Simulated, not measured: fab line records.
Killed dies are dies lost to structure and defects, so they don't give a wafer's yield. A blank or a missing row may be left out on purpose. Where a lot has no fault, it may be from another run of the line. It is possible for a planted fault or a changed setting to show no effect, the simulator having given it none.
One fault seen from 3 desks    flow nand_harc    each desk has only its own numbers; what lay behind them comes last

THE DEFECT DESK
What the inspections along the route counted, lot by lot: means of the sampled wafers that have a number. A lot is out of limits, marked OUT, if its mean lies more than 4 standard deviations from the usual mean; the brackets give that distance.
Columns: A = raw_defect_count at NHARC_A_CHANNEL_HOLE_D1_INSPECT_40, usual 57
lot   first seen here  A
L483  day 8 20:20      44
L487  day 9 07:29      77
L496  day 11 17:06     59
L497  day 12 19:23     42
L500  day 13 00:46     44
L503  day 13 13:45     55
L506  day 14 11:46     49
Result from this desk: across the 7 lots, nothing is out of limits.

DESK OF THE TOOL OWNER: rie_si-05
The tool's own readings at NHARC_A_CHANNEL_FILL_D1_ETCHBACK_19 (etches the open film in HBr/Cl2, target depth 5 nm, time 1.7 s): means of the sampled wafers that have a number, for each lot that ran on this tool. A lot is out of limits, marked OUT, if its mean lies more than 4 standard deviations from the usual mean; the brackets give that distance.
Columns: A = drypump_motor_current_A at NHARC_A_CHANNEL_FILL_D1_ETCHBACK_19, usual 5.8 A; B = oes_product_au at NHARC_A_CHANNEL_FILL_D1_ETCHBACK_19, usual 0.998 a.u.; C = throttle_valve_pct at NHARC_A_CHANNEL_FILL_D1_ETCHBACK_19, usual 26.406 %
lot   first seen here  A    B                 C
L483  day 10 01:08     6.2  1.009             26.415
L487  day 10 11:24     5.9  1.004             26.413
L497  day 13 20:11     5.8  0.878 (-12) OUT   26.415
L500  day 14 03:37     5.9  0.917 (-8.4) OUT  26.403
L503  day 14 13:56     5.9  0.925 (-7.5) OUT  26.405
This desk finds L497, L500, L503 out of limits, L497 being first, at day 13 20:11 (oes_product_au at NHARC_A_CHANNEL_FILL_D1_ETCHBACK_19). Within limits: L483, L487.

THE METROLOGY DESK
Means of the sampled wafers that have a number, per lot and without regard to the tool the lot ran on: this is what the gauges read. A lot is out of limits, marked OUT, if its mean lies more than 4 standard deviations from the usual mean; the brackets give that distance.
Columns: A = cd_nm at NHARC_A_CHANNEL_HOLE_D1_CD_MEAS_30, usual 89.6 nm
lot   first seen here  A
L483  day 8 20:10      90.5
L487  day 9 07:17      89.8
L496  day 11 16:55     89.0
L497  day 12 19:12     89.3
L500  day 13 00:35     88.6
L503  day 13 13:34     91.2
L506  day 14 11:34     89.4
Result from this desk: across the 7 lots, nothing is out of limits.

ALL TOGETHER
The tool owner's desk could have raised an alarm at day 13 20:11, on L497, L500, L503.
Nothing the defect desk looked at was out of limits.
At the metrology desk, nothing out of limits was observed.
The defect desk has L497, L500, L503 on record, within its limits.
The metrology desk has L497, L500, L503 on record, within its limits.
All the named lots went through NHARC_A_CHANNEL_FILL_D1_ETCHBACK_19 on rie_si-05.

WHAT HAD BEEN PUT IN BY THE SIMULATOR
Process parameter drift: rie_si-05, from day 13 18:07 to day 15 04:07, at NHARC_A_CHANNEL_FILL_D1_ETCHBACK_19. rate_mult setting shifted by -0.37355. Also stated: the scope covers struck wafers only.
Shown lots that were struck: L497, L500, L503.
Time in hours from fault onset to the first out-of-limits reading at each desk: the tool owner's desk, 2.
